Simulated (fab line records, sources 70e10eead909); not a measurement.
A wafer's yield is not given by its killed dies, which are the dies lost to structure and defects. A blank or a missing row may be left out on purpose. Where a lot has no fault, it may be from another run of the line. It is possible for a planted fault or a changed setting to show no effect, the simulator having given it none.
Which tool was responsible?	flow nand-harc	72 wafers from 24 lots sampled at 6 of the route's 1302 steps

WHAT EACH GAUGE READ, for each wafer
Not one reading of a measure or inspect step in the record can be checked against a usual standard deviation.

TOOL THAT RAN EACH LOT (tool first, then ch and the chambers of the sampled wafers, then the start)
lot	NHARC_A_CHANNEL_FILL_D1_STRIP_29	NHARC_A_DECK1_JOINT_CMP_13	NHARC_A_DECK1_JOINT_ETCHBACK_00	NHARC_A_DECK1_JOINT_CMP_02	NHARC_A_CHANNEL_HOLE_D2_ETCH_38	NHARC_A_CHANNEL_FILL_D2_ALD_15
L074	rie-diel-08 ch 0,2,3, day 11 06:34 or earlier	cmp-02 ch 1,2,3, day 11 06:34	rie-si-03 ch 1,2, day 11 06:54	cmp-02 ch 0,2,3, day 12 04:13	rie-diel-12 ch 1,2,3, day 12 22:32	ald-sin-batch-02 ch 0, no start
L075	rie-diel-10 ch 2,3, day 11 14:19 or earlier	cmp-02 ch 0,2, day 11 14:19	rie-si-03 ch 1,3, day 11 14:42	cmp-03 ch 1,3, day 12 18:41	rie-diel-11 ch 0,1,2, day 13 16:27	ald-sin-batch-03 ch 0, no start
L076	rie-diel-08 ch 2,3, day 12 04:23 or earlier	cmp-03 ch 1,2,3, day 12 04:23	rie-si-01 ch 0,2,3, day 12 04:46	cmp-02 ch 0,1,3, day 13 00:31	rie-diel-12 ch 2,3, day 13 20:20	ald-sin-batch-01 ch 0, no start
L077	rie-diel-08 ch 0,1,2, day 12 19:11 or earlier	cmp-01 ch 2,3, day 12 19:11	rie-si-01 ch 0,2,3, day 12 19:34	cmp-03 ch 0,3, day 13 18:46	rie-diel-04 ch 0,2,3, day 14 12:16	ald-sin-batch-03 ch 0, no start
L078	rie-diel-10 ch 0,1, day 12 22:43 or earlier	cmp-02 ch 0,2,3, day 12 22:43	rie-si-01 ch 0,1,2, day 12 23:05	cmp-02 ch 1,2, day 13 23:21	rie-diel-04 ch 0,3, day 14 18:07	ald-sin-batch-02 ch 0, no start
L079	rie-diel-08 ch 0,2, day 13 05:35 or earlier	cmp-03 ch 0,2,3, day 13 05:35	rie-si-01 ch 1,3, day 13 05:58	cmp-03 ch 1,2, day 14 09:40	rie-diel-11 ch 0,3, day 15 03:20	ald-sin-batch-02 ch 0, no start
L080	rie-diel-08 ch 0,1,2, day 14 00:56 or earlier	cmp-03 ch 0,2,3, day 14 00:56	rie-si-06 ch 0,1,3, day 14 01:18	cmp-01 ch 0,2, day 15 08:50	rie-diel-11 ch 1,2,3, day 16 02:47	ald-sin-batch-02 ch 0, no start
L082	rie-diel-08 ch 2,3, day 14 13:17 or earlier	cmp-03 ch 0,3, day 14 13:17	rie-si-01 ch 0,2, day 14 13:43	cmp-03 ch 1,2,3, day 15 09:26	rie-diel-12 ch 0,2, day 16 03:30	ald-sin-batch-03 ch 0, no start
L081	rie-diel-10 ch 0,2,3, day 14 13:17 or earlier	cmp-02 ch 1,2, day 14 13:17	rie-si-06 ch 0,2, day 14 13:41	cmp-01 ch 1,2, day 15 09:24	rie-diel-12 ch 0,1,2, day 16 02:37	ald-sin-batch-02 ch 0, day 16 19:47
L083	rie-diel-10 ch 1,2,3, day 15 10:07 or earlier	cmp-03 ch 0,1,2, day 15 10:07	rie-si-06 ch 1,3, day 15 10:28	cmp-02 ch 0,1,3, day 16 06:14	rie-diel-04 ch 2,3, day 17 02:49	ald-sin-batch-01 ch 0, no start
L084	rie-diel-08 ch 0,1,3, day 15 10:04 or earlier	cmp-02 ch 1,2,3, day 15 10:04	rie-si-03 ch 1,2,3, day 15 10:26	cmp-01 ch 0,1,2, day 16 06:13	rie-diel-11 ch 0,1,3, day 17 04:19	ald-sin-batch-01 ch 0, no start
L085	rie-diel-09 ch 1,2,3, day 15 17:55 or earlier	cmp-03 ch 1,2,3, day 15 17:55	rie-si-03 ch 1,2,3, day 15 18:17	cmp-02 ch 2,3, day 16 19:13	rie-diel-11 ch 0,3, day 17 12:05	ald-sin-batch-01 ch 0, no start
L086	rie-diel-10 ch 1,2,3, day 15 12:29	cmp-02 ch 0,1, day 16 04:52	rie-si-06 ch 0,1,3, day 16 05:16	cmp-03 ch 1,3, day 17 01:03	rie-diel-04 ch 0,2,3, day 18 05:10	ald-sin-batch-03 ch 0, no start
L087	rie-diel-09 ch 1,2,3, day 16 18:48 or earlier	cmp-01 ch 0,1,3, day 16 18:48	rie-si-01 ch 0,2, day 16 19:09	cmp-03 ch 2,3, day 17 18:26	rie-diel-12 ch 0,1,3, day 18 11:22	ald-sin-batch-03 ch 0, no start
L089	rie-diel-09 ch 0,1,3, day 17 06:43 or earlier	cmp-02 ch 1,3, day 17 06:43	rie-si-01 ch 2,3, day 17 07:05	cmp-03 ch 0,1,2, day 18 06:32	rie-diel-04 ch 0,1,3, day 18 23:29	ald-sin-batch-03 ch 0, no start
L088	rie-diel-09 ch 0,1, day 17 20:37 or earlier	cmp-01 ch 0,1,3, day 17 20:37	rie-si-06 ch 2,3, day 17 20:55	cmp-01 ch 1,2, day 18 20:42	rie-diel-11 ch 1,2,3, day 19 16:50	ald-sin-batch-02 ch 0, no start
L091	rie-diel-09 ch 2,3, day 18 03:11 or earlier	cmp-03 ch 0,1,3, day 18 03:11	rie-si-06 ch 1,2,3, day 18 03:32	cmp-03 ch 0,1,3, day 18 20:44	rie-diel-04 ch 2,3, day 19 16:38	ald-sin-batch-01 ch 0, no start
L090	rie-diel-10 ch 0,2,3, day 18 03:08 or earlier	cmp-02 ch 0,1,3, day 18 03:08	rie-si-01 ch 1,2,3, day 18 03:31	cmp-02 ch 0,2,3, day 18 20:42	rie-diel-04 ch 1,2,3, day 19 14:58	ald-sin-batch-01 ch 0, no start
L092	rie-diel-10 ch 0,2, day 18 16:40 or earlier	cmp-03 ch 0,1,2, day 18 16:40	rie-si-01 ch 1,3, day 18 17:01	cmp-02 ch 1,2, day 19 16:31	rie-diel-12 ch 2,3, day 20 09:40	ald-sin-batch-03 ch 0, no start
L093	rie-diel-09 ch 0,2,3, day 19 07:47 or earlier	cmp-03 ch 1,2, day 19 07:47	rie-si-01 ch 1,2, day 19 08:10	cmp-03 ch 1,2, day 20 04:53	rie-diel-04 ch 2,3, day 21 00:47	ald-sin-batch-01 ch 0, no start
L094	rie-diel-10 ch 0,3, day 19 22:17 or earlier	cmp-03 ch 0,1, day 19 22:17	rie-si-03 ch 1,2,3, day 19 22:40	cmp-01 ch 2,3, day 20 20:28	rie-diel-11 ch 0,3, day 21 18:11	ald-sin-batch-02 ch 0, day 22 12:07
L095	rie-diel-09 ch 1,3, day 20 05:11 or earlier	cmp-01 ch 0,2,3, day 20 05:11	rie-si-06 ch 0,1,3, day 20 05:35	cmp-03 ch 0,1, day 21 14:30	rie-diel-12 ch 0,2,3, day 22 08:38	ald-sin-batch-03 ch 0, day 23 00:41
L096	rie-diel-10 ch 0,2,3, day 20 11:29 or earlier	cmp-02 ch 0,1, day 20 11:29	rie-si-06 ch 0,1,2, day 20 11:55	cmp-02 ch 0,1,2, day 21 14:33	rie-diel-11 ch 0,2,3, day 22 07:17	ald-sin-batch-03 ch 0, no start
L097	rie-diel-09 ch 0,1,3, day 20 20:14 or earlier	cmp-02 ch 0,2,3, day 20 20:14	rie-si-03 ch 0,2,3, day 20 20:37	cmp-03 ch 0,2,3, day 21 21:30	rie-diel-12 ch 0,2,3, day 22 16:59	ald-sin-batch-02 ch 0, day 23 14:20
- NHARC_A_CHANNEL_FILL_D1_STRIP_29: strips in O2, time 20 s.
- NHARC_A_DECK1_JOINT_CMP_13: polishes, target thk 51.023 nm.
- NHARC_A_DECK1_JOINT_ETCHBACK_00: etches the open film in HBr, target depth 30 nm, time 17.4 s.
- NHARC_A_DECK1_JOINT_CMP_02: polishes SiOx.
- NHARC_A_CHANNEL_HOLE_D2_ETCH_38: etches the open film in CF4, target depth 39 nm, time 65 s.
- NHARC_A_CHANNEL_FILL_D2_ALD_15: deposits SiNx, target thk 2 nm, pulse time 60 s, ald cycles 19.

WHAT THE TOOLS THEMSELVES READ (means of the sampled wafers that have a number; where no wafer has one, the mark that the record gives instead)
NHARC_A_CHANNEL_FILL_D1_STRIP_29. Usual: drypump-motor-current-A 5.90 A, standard deviation 0.3; oes-product-au 1.000 a.u., standard deviation 0.015; rf-vpp-V 57.5 V, standard deviation 0.9; showerhead-plenum-p-Torr 3.47 Torr, standard deviation 0.11; throttle-valve-pct 17.035 %, standard deviation 0.0096.
lot	tool	drypump-motor-current-A (A)	oes-product-au (a.u.)	rf-vpp-V (V)	showerhead-plenum-p-Torr (Torr)	throttle-valve-pct (%)	flag
L074	rie-diel-08	5.91	0.981	57.9	3.40	17.046	
L075	rie-diel-10	5.99	1.001	57.5	3.57	17.038	
L076	rie-diel-08	5.75	0.990	58.1	3.41	17.045	
L077	rie-diel-08	6.02	0.989	57.2	3.42	17.034	
L078	rie-diel-10	5.79	1.020	57.9	3.51	17.040	
L079	rie-diel-08	6.14	0.988	57.4	3.37	17.038	
L080	rie-diel-08	6.02	0.994	57.5	3.42	17.044	
L082	rie-diel-08	5.76	1.007	57.8	3.41	17.037	
L081	rie-diel-10	5.82	1.021	58.2	3.56	17.026	
L083	rie-diel-10	5.75	1.015	56.9	3.48	17.043	
L084	rie-diel-08	5.77	0.993	57.7	3.45	17.028	
L085	rie-diel-09	5.93	0.999	57.6	3.52	17.032	
L086	rie-diel-10	5.76	1.004	57.9	3.48	17.032	
L087	rie-diel-09	5.94	0.990	57.7	3.52	17.042	
L089	rie-diel-09	5.91	0.994	57.1	3.48	17.032	
L088	rie-diel-09	5.89	1.005	57.3	3.45	17.032	
L091	rie-diel-09	6.09	0.999	57.6	3.42	17.029	
L090	rie-diel-10	5.82	1.012	57.8	3.56	17.037	
L092	rie-diel-10	5.65	1.022	57.6	3.55	17.043	
L093	rie-diel-09	6.05	0.988	57.0	3.39	17.032	
L094	rie-diel-10	6.19	1.012	57.7	3.59	17.025	
L095	rie-diel-09	5.96	0.990	57.3	3.51	17.032	
L096	rie-diel-10	5.81	1.006	57.9	3.55	17.030	
L097	rie-diel-09	5.93	1.009	58.3	3.48	17.042	

NHARC_A_DECK1_JOINT_CMP_13. Usual: motor-current-A 12.3 A, standard deviation 1.2; retaining-ring-pressure-frac 1.001, standard deviation 0.005; time-to-endpoint-s 10 s, standard deviation 3.2.
lot	tool	motor-current-A (A)	retaining-ring-pressure-frac	time-to-endpoint-s (s)	flag
L074	cmp-02	11.5	1.004	12	
L075	cmp-02	12.6	0.996	10	
L076	cmp-03	12.9	1.003	13	
L077	cmp-01	11.1	1.000	9	
L078	cmp-02	11.8	1.004	11	
L079	cmp-03	12.3	0.995	10	
L080	cmp-03	12.4	1.004	13	
L082	cmp-03	11.6	1.005	12	
L081	cmp-02	12.6	1.001	14	
L083	cmp-03	13.3	1.001	13	
L084	cmp-02	11.8	1.006	8	
L085	cmp-03	12.8	0.998	12	
L086	cmp-02	12.7	0.998	8	
L087	cmp-01	12.5	1.001	9	
L089	cmp-02	10.8	1.005	5	
L088	cmp-01	12.5	1.002	9	
L091	cmp-03	12.8	1.000	12	
L090	cmp-02	12.0	1.007	7	
L092	cmp-03	13.2	0.998	9	
L093	cmp-03	13.7	0.993	11	
L094	cmp-03	12.7	1.001	9	
L095	cmp-01	12.1	1.003	8	
L096	cmp-02	12.4	1.001	7	
L097	cmp-02	12.3	0.999	10	

NHARC_A_DECK1_JOINT_ETCHBACK_00. Usual: drypump-motor-current-A 5.7 A, standard deviation 0.39; oes-product-au 1.000 a.u., standard deviation 0.011; throttle-valve-pct 23.266 %, standard deviation 0.0097.
lot	tool	drypump-motor-current-A (A)	oes-product-au (a.u.)	throttle-valve-pct (%)	flag
L074	rie-si-03	5.4	0.988	23.266	
L075	rie-si-03	5.2	1.011	23.258	
L076	rie-si-01	5.8	0.993	23.265	
L077	rie-si-01	5.8	1.002	23.271	
L078	rie-si-01	5.9	1.004	23.272	
L079	rie-si-01	6.3	1.004	23.268	
L080	rie-si-06	5.7	1.001	23.269	
L082	rie-si-01	5.6	0.998	23.267	
L081	rie-si-06	5.7	1.012	23.271	
L083	rie-si-06	5.6	0.995	23.255	
L084	rie-si-03	5.3	0.995	23.258	
L085	rie-si-03	5.3	0.999	23.271	
L086	rie-si-06	5.7	0.994	23.265	
L087	rie-si-01	5.6	1.018	23.258	
L089	rie-si-01	5.7	0.996	23.276	
L088	rie-si-06	5.4	1.005	23.273	
L091	rie-si-06	5.5	1.002	23.261	
L090	rie-si-01	6.0	1.006	23.275	
L092	rie-si-01	6.3	1.000	23.254	
L093	rie-si-01	6.1	0.995	23.263	
L094	rie-si-03	5.3	0.988	23.260	
L095	rie-si-06	5.7	1.001	23.270	
L096	rie-si-06	5.8	0.998	23.267	
L097	rie-si-03	5.3	1.006	23.261	

NHARC_A_DECK1_JOINT_CMP_02. Usual: motor-current-A 12.3 A, standard deviation 1.2; retaining-ring-pressure-frac 1.000, standard deviation 0.0055.
lot	tool	motor-current-A (A)	retaining-ring-pressure-frac	flag
L074	cmp-02	11.7	1.008	
L075	cmp-03	11.8	1.000	
L076	cmp-02	12.0	1.002	
L077	cmp-03	12.0	1.003	
L078	cmp-02	12.1	0.999	
L079	cmp-03	14.1	1.001	
L080	cmp-01	13.0	1.004	
L082	cmp-03	12.9	0.997	
L081	cmp-01	11.8	1.005	
L083	cmp-02	11.3	0.999	
L084	cmp-01	11.9	1.003	
L085	cmp-02	10.7	1.007	
L086	cmp-03	11.6	0.998	
L087	cmp-03	11.6	1.000	
L089	cmp-03	13.4	1.001	
L088	cmp-01	11.9	0.999	
L091	cmp-03	12.3	0.998	
L090	cmp-02	12.0	1.002	
L092	cmp-02	12.5	0.999	
L093	cmp-03	14.3	0.997	
L094	cmp-01	11.0	0.999	
L095	cmp-03	12.5	0.999	
L096	cmp-02	12.1	0.996	
L097	cmp-03	12.4	1.006	

NHARC_A_CHANNEL_HOLE_D2_ETCH_38. Usual: drypump-motor-current-A 5.7 A, standard deviation 0.53; oes-product-au 0.997 a.u., standard deviation 0.013; rf-vpp-V 151.4 V, standard deviation 1.1; showerhead-plenum-p-Torr 1.78 Torr, standard deviation 0.067; throttle-valve-pct 13.284 %, standard deviation 0.0081.
lot	tool	drypump-motor-current-A (A)	oes-product-au (a.u.)	rf-vpp-V (V)	showerhead-plenum-p-Torr (Torr)	throttle-valve-pct (%)	flag
L074	rie-diel-12	5.5	1.004	150.7	1.76	13.283	
L075	rie-diel-11	6.3	1.009	150.9	1.81	13.283	
L076	rie-diel-12	5.4	0.985	152.1	1.77	13.286	
L077	rie-diel-04	5.4	1.007	152.0	1.74	13.291	
L078	rie-diel-04	5.7	1.001	149.9	1.77	13.281	
L079	rie-diel-11	6.1	0.994	152.3	1.85	13.282	
L080	rie-diel-11	5.7	0.987	152.1	1.83	13.283	
L082	rie-diel-12	5.7	0.985	151.1	1.74	13.286	
L081	rie-diel-12	5.8	1.001	150.6	1.73	13.281	
L083	rie-diel-04	5.1	1.013	151.4	1.72	13.283	
L084	rie-diel-11	6.0	0.987	151.7	1.80	13.287	
L085	rie-diel-11	6.2	0.989	152.4	1.85	13.287	
L086	rie-diel-04	5.4	1.006	151.2	1.74	13.280	
L087	rie-diel-12	5.6	1.002	151.7	1.75	13.290	
L089	rie-diel-04	5.9	0.988	151.8	1.80	13.285	
L088	rie-diel-11	5.8	0.996	152.2	1.83	13.280	
L091	rie-diel-04	5.5	1.000	151.9	1.76	13.290	
L090	rie-diel-04	5.6	1.007	150.9	1.77	13.290	
L092	rie-diel-12	5.3	0.976	150.7	1.80	13.284	
L093	rie-diel-04	5.5	1.009	150.8	1.76	13.283	
L094	rie-diel-11	6.1	1.001	151.2	1.84	13.283	
L095	rie-diel-12	5.5	0.984	151.1	1.76	13.284	
L096	rie-diel-11	5.9	1.006	152.1	1.86	13.290	
L097	rie-diel-12	5.5	0.985	150.9	1.76	13.281	

NHARC_A_CHANNEL_FILL_D2_ALD_15. Usual: precursor-pulse-height-rel reads 1.003 (standard deviation 0.023).
lot	tool	precursor-pulse-height-rel	flag
L074	ald-sin-batch-02	0.994	
L075	ald-sin-batch-03	0.984	
L076	ald-sin-batch-01	1.016	
L077	ald-sin-batch-03	1.024	
L078	ald-sin-batch-02	1.021	
L079	ald-sin-batch-02	0.991	
L080	ald-sin-batch-02	1.015	
L082	ald-sin-batch-03	1.013	
L081	ald-sin-batch-02	1.000	
L083	ald-sin-batch-01	1.004	
L084	ald-sin-batch-01	1.008	
L085	ald-sin-batch-01	1.010	
L086	ald-sin-batch-03	1.001	
L087	ald-sin-batch-03	0.987	
L089	ald-sin-batch-03	0.994	
L088	ald-sin-batch-02	0.970	
L091	ald-sin-batch-01	0.994	
L090	ald-sin-batch-01	1.011	
L092	ald-sin-batch-03	1.029	
L093	ald-sin-batch-01	1.004	
L094	ald-sin-batch-02	1.012	
L095	ald-sin-batch-03	0.994	
L096	ald-sin-batch-03	1.004	
L097	ald-sin-batch-02	1.001	

THE ANSWER, worked out from the rows above alone
Rule: take the mean of a lot's wafers that have a number; if it is more than 3 standard deviations from the usual mean, the lot is off. Also off: a lot with no number at a reading for which 4 or more lots have one. All remaining lots with rows at the step are treated as sound. After the gauges, taken in route order, come the tools' own readings; for these a lot's mean is taken, as printed above. At the first step where some lot is off, the reading lying furthest off is the one used; lots without a number count as furthest.
No lot is off on any of the readings shown, so nothing can be concluded from this.

WHAT THE SIMULATOR HAD PUT IN
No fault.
